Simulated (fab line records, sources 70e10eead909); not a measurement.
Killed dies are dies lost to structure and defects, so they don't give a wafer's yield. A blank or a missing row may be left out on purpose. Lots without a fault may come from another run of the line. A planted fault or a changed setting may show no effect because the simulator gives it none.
fab line records | flow nand_harc
record lots=13 wafers=39 last_day=29
route steps=1302 shown A_ONON_D1@436 THIN_TSV@1250 END@1302
lots that met no fault: from a run of the same line without faults
start_h: hours from the record's first day to the start of the lot's first wafer shown | wait_h: hours since the lot's step before | " the same as in the row above | L1.1+2: a row that stands for several wafers | - no value, or no start given | * or withheld: withheld | < > ~ a bound
route shown NAME@n: a module of which the file shows steps, and the number in the route of the first | usual: mean/standard deviation of fault-free wafers | same: alike in all rows | chamber/n: place in a boat | sites: the reading at each site | _std_site: their standard deviation | _edge_site: outer sites' mean less inner sites' | radius_mm: how far each site lies from the wafer's centre | mask NAME#n: copy n | behind: the tool/chamber that last shaped the wafer | hold: why the lot was held/for how many hours/how that ended | device: the transistor (n, p or np) that didn't switch | end of line: the same wafers' tests at the end of the route | a step without rows: its recipe alone | killed: dies lost to structure and defects at the first sort, not the wafer's yield | map: a wafer's dies, x killed, . not, _ none there
set.NAME: the setting as run; set.NAME@STEP: as run at that earlier step | model.NAME: the simulator's own value behind a step, which no gauge read
steps of the route over a sample of lots; a table a step, a row a wafer
services: from which hour (start_h, from the record's first day; less than 0 if before it) a tool's chamber was out of use, for how many hours, and why
## steps
# step NHARC_A_ONON_D1_DEP_16
# recipe target_thk_a=10000 n2_flow_sccm=2750 n2o_flow_sccm=2000 nh3_flow_sccm=500 sih4_flow_sccm=210 temp_c=400
# columns lot.wafer tool chamber start_h wait_h
L615.2+5+6 pecvd_onon-01 0 165.95 0.1
L616.1+3+5 pecvd_onon-01 0 182.25 0.1
L617.2+4+5 pecvd_onon-02 0 182.31 0.1
L618.2+3+6 pecvd_onon-01 0 199.15 0.1
L619.1+2+3 pecvd_onon-01 0 209.58 0.1
L620.2+4+6 pecvd_onon-02 0 227.56 0.1
L621.1+4+6 pecvd_onon-01 0 235.67 0.1
L622.1+4+6 pecvd_onon-01 0 249.51 0.1
L623.2+3+5 pecvd_onon-02 0 249.59 0.1
L625.3+4+5 pecvd_onon-04 0 279.30 0.2
L626.1+2+6 pecvd_onon-02 0 279.43 0.3
L627.2+3+5 pecvd_onon-01 0 287.51 0.1
L630.2+3+5 pecvd_onon-02 0 318.81 0.1
# step NHARC_THIN_TSV_DEP_43
# recipe target_thk_a=13285 temp_c=withheld pressure_torr=6.5 rf_w=900 teos_flow_sccm=161.4 flow_sccm=2650 target_thk_nm=1328.5 gas=O2 material=SiO2
# usual throttle_valve_pct=15.9/0.57
# columns lot.wafer tool chamber start_h wait_h throttle_valve_pct
L615.2 pecvd-04 2 526.99 - 16.9
L615.5 " 1 " " 15.6
L615.6 " 2 " " 17.1
L617.2 pecvd-01 1 558.57 - 15.4
L617.4 " 1 " " 15.2
L617.5 " 2 " " 16.2
L618.3 pecvd-02 0 559.76 - 16.1
L618.2 " 2 " " 16.4
L618.6 " 1 " " 15.7
L616.1 pecvd-04 2 560.93 - 17.2
L616.3 " 1 " " 15.5
L616.5 " 2 " " 17.4
L620.2 pecvd-04 2 580.72 - 17.2
L620.6 " 0 " " 15.2
L620.4 " 2 " " 17.2
L619.3 pecvd-01 2 581.80 - 16.1
L619.2 " 0 " " 15.5
L619.1 " 1 " " 15.3
L621.1 pecvd-04 2 600.43 - 17.1
L621.4 " 0 " " 15.6
L621.6 " 1 " " 15.6
L623.3 pecvd-04 0 620.71 - 15.4
L623.2 " 2 " " 17.3
L623.5 " 2 " " 17.3
L622.1 pecvd-02 2 621.97 - 15.6
L622.4 " 0 " " 16.1
L622.6 " 2 " " 15.8
L625.3 pecvd-01 2 646.36 - 16.3
L625.4 " 1 " " 15.3
L625.5 " 2 " " 16.4
L627.2 pecvd-02 2 647.54 - 15.6
L627.3 " 1 " " 15.8
L627.5 " 1 " " 15.6
L626.2 pecvd-04 2 651.52 - 16.8
L626.1 " 0 " " 15.1
L626.6 " 2 " " 16.9
L630.3 pecvd-02 2 675.52 - 15.5
L630.2 " 0 " " 15.9
L630.5 " 1 " " 15.8
# step NHARC_THIN_TSV_PRE_CLEAN_50
# recipe time_s=30 temp_c=280 gas=H2/He
# usual heater_power_w=392/28
# columns lot.wafer tool chamber start_h wait_h heater_power_w
L615.2 pvd_sputter-01 - - - 397
L615.5 " - " " 401
L615.6 " - " " 403
L617.4 pvd_sputter-01 - - - 390
L617.2 " - " " 399
L617.5 " - " " 383
L618.3 pvd_sputter-03 - - - 342
L618.2 " - " " 440
L618.6 " - " " 335
L616.1 pvd_sputter-01 - - - 407
L616.3 " - " " 393
L616.5 " - " " 389
L620.4 pvd_sputter-02 - - - 385
L620.2 " - " " 412
L620.6 " - " " 344
L619.3 pvd_sputter-02 - - - 391
L619.1 " - " " 352
L619.2 " - " " 454
L621.1 pvd_sputter-03 - - - 341
L621.4 " - " " 425
L621.6 " - " " 386
L623.2 pvd_sputter-01 - - - 414
L623.3 " - " " 383
L623.5 " - " " 401
L622.1 pvd_sputter-02 - - - 445
L622.4 " - " " 352
L622.6 " - " " 412
L625.4 pvd_sputter-03 - - - 342
L625.3 " - " " 389
L625.5 " - " " 338
L627.2 pvd_sputter-01 - - - 370
L627.3 " - " " 392
L627.5 " - " " 416
L626.2 pvd_sputter-01 - - - 383
L626.1 " - " " 387
L626.6 " - " " 408
L630.3 pvd_sputter-02 - - - 410
L630.2 " - " " 355
L630.5 " - " " 370
# step NHARC_END_SORT_01
# recipe temp_c=25
# usual killed_at_array=53/19 killed_at_other=0.7/1.1 killed_at_periphery=4.2/2.7 killed_dies=58/18 killed_open=3.1/1.9 killed_short=2.5/1.6
# same gross_dies=677
# columns lot.wafer tool chamber start_h wait_h killed_at_array killed_at_other killed_at_periphery killed_dies killed_open killed_short
L630.2 prober-01 0 692.10 2.8 120 2 3 125 3 4
L630.3 prober-01 0 692.90 3.1 137 0 4 141 3 4
L630.5 prober-01 0 694.48 3.7 129 0 7 136 3 4
# killed by level:class
L630.2 A_ONON_D1:unspecified=65 A_SLIT:chamber_film_flake=25 A_CHANNEL_HOLE_D1:chamber_film_flake=19 A_CONTACT:chamber_film_flake=5 A_WL_FILL:geometric_particle:short=2 P_STI:chamber_film_flake=2 A_SGD_CUT:geometric_particle:open=1 A_SGD_CUT:geometric_particle:short=1
L630.3 A_ONON_D1:unspecified=66 A_SLIT:chamber_film_flake=28 A_CHANNEL_HOLE_D1:chamber_film_flake=26 A_CONTACT:chamber_film_flake=5 A_DECK1_JOINT:chamber_film_flake=3 A_STAIRCASE:chamber_film_flake=3 A_ONON_D1:geometric_particle:short=2 P_STI:geometric_particle:short=1
L630.5 A_ONON_D1:unspecified=67 A_SLIT:chamber_film_flake=33 A_CHANNEL_HOLE_D1:chamber_film_flake=19 A_CONTACT:chamber_film_flake=3 A_ONON_D2:geometric_particle:short=2 P_GATE:geometric_particle:open=1 P_CONTACT:geometric_particle:open=1 P_M0:geometric_particle:open=1
## services
# columns tool chamber start_h hours kind
pecvd_onon-01 - 143.32 7.2 repair
pecvd-04 0 152.83 132.2 repair
pvd_sputter-02 - 154.95 3.2 repair
pecvd-02 2 166.95 6.4 repair
pecvd_onon-02 - 185.00 13.0 pm
pvd_sputter-01 - 226.00 10.0 pm
pecvd-02 - 227.33 13.0 pm
pvd_sputter-02 - 263.14 1.9 repair
pecvd_onon-01 - 269.13 13.0 pm
pecvd-04 - 269.41 13.0 pm
pvd_sputter-01 - 295.80 4.4 repair
pecvd-04 2 331.74 12.7 repair
pecvd_onon-02 - 366.00 13.0 pm
pecvd_onon-02 - 403.79 2.7 repair
pvd_sputter-01 - 404.00 10.0 pm
pecvd_onon-01 - 450.23 13.0 pm
pecvd-04 - 450.41 13.0 pm
pecvd-04 - 505.78 0.5 repair
pvd_sputter-01 - 508.81 5.3 repair
pecvd_onon-02 - 547.00 13.0 pm
pvd_sputter-01 - 549.71 0.5 repair
pvd_sputter-01 - 582.00 10.0 pm
pecvd_onon-01 - 631.23 13.0 pm
pecvd-04 - 631.54 13.0 pm
## key
first_sign step=NHARC_END_SORT_01 reading=killed_dies direction=up sigmas=4.2 usual=58 struck=134
effect step=NHARC_END_SORT_01 reading=killed_at_array direction=up sigmas=4.1 usual=53 struck=129
more_kills_born_at NHARC_A_ONON_D1_DEP_16@pecvd_onon-02=198
met_at NHARC_A_ONON_D1_DEP_16
struck_lots L630
tester_left_out L630
not_acting_at NHARC_THIN_TSV_DEP_43,NHARC_THIN_TSV_PRE_CLEAN_50
also_fits time
fault kind=chamber_particle_source tool=pecvd_onon-02 chamber=- onset_h=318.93 steps=NHARC_A_ONON_D1_DEP_16 rate_per_visit_cm2=0.5619 end_h=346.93
# tester_left_out: of these lots the tester's yield and bins aren't shown, on N5 and GAA mostly nor the transistor test; their killed dies are dies lost to structure and defects alone, not to doping, threshold or leakage, so they don't give the yield
